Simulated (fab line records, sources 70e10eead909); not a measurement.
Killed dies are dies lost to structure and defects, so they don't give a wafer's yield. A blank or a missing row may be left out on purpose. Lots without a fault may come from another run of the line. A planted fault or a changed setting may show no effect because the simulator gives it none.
Chamber matching | flow nand_harc | NHARC_A_WL_FILL_ALD_10 on ald_hk-03: 4 sister chambers
The step deposits SiO2, target thk 50 nm, pulse time 10 s, ald cycles 500. 16 wafers are shown with their chamber, then 8 later ones without.

WAFERS WITH THEIR CHAMBER
wafer  | chamber | heater_power_w (W) | susceptor_temp_C (C) | precursor_pulse_height_rel
L075.1 | 2       | 493                | 300.00               | 0.997
L075.3 | 0       | 612                | 299.69               | 1.006
L075.6 | 2       | 507                | 300.05               | 1.020
L076.1 | 2       | 508                | 300.20               | 1.005
L076.4 | 1       | 454                | 300.16               | 0.969
L076.5 | 2       | 503                | 300.38               | 1.002
L079.1 | 3       | 442                | 300.05               | 0.984
L079.4 | 1       | 458                | 300.39               | 1.011
L079.6 | 3       | 441                | 300.31               | 0.995
L082.3 | 0       | 622                | 299.95               | 1.005
L082.4 | 3       | 436                | 299.94               | 1.003
L082.5 | 0       | 621                | 299.96               | 0.986
L085.1 | 2       | 493                | 300.12               | 1.005
L085.3 | 3       | 446                | 300.16               | 1.016
L085.4 | 1       | 457                | 299.63               | 1.004
L089.2 | 1       | 452                | 300.13               | 0.977

SIGNATURES (means of the wafers above)
reading                    | chamber 0 | chamber 1 | chamber 2 | chamber 3 | scatter within a chamber
heater_power_w             | 618.33    | 455.25    | 500.80    | 441.25    | 5.41
susceptor_temp_C           | 299.8667  | 300.0775  | 300.1500  | 300.1150  | 0.208
precursor_pulse_height_rel | 0.99900   | 0.99025   | 1.00580   | 0.99950   | 0.014
Rule: a wafer's distance from a chamber is the root of the sum, over the readings, of the square of ((its reading less the chamber's mean) divided by the reading's scatter). The wafer belongs to the nearest chamber; if the next one is less than 2 further off, it can't be placed. The scatter: the root of (the sum of the squares of (reading less its chamber's mean) over the shown wafers, divided by (wafers less chambers)).

WAFERS WITHOUT THEIR CHAMBER
wafer  | heater_power_w (W) | susceptor_temp_C (C) | precursor_pulse_height_rel
L089.1 | 431                | 300.04               | 1.005
L089.6 | 441                | 300.58               | 0.956
L093.1 | 592                | 300.15               | 1.004
L093.2 | 455                | 300.09               | 1.001
L093.5 | 435                | 299.77               | 1.034
L095.2 | 606                | 300.28               | 1.010
L095.4 | 536                | 300.04               | 1.038
L095.5 | 609                | 300.29               | 0.999

WHICH CHAMBER EACH WENT THROUGH
wafer  | from the rows above     | in truth
L089.1 | 3                       | 3
L089.6 | can't be placed: 3 or 1 | 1
L093.1 | 0                       | 0
L093.2 | can't be placed: 1 or 3 | 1
L093.5 | can't be placed: 3 or 1 | 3
L095.2 | 0                       | 0
L095.4 | 2                       | 2
L095.5 | 0                       | 0
Placed correctly: 5 of 8. Can't be placed from these rows: 3 (the true chamber is among the candidates in 3). Placed wrongly: 0.
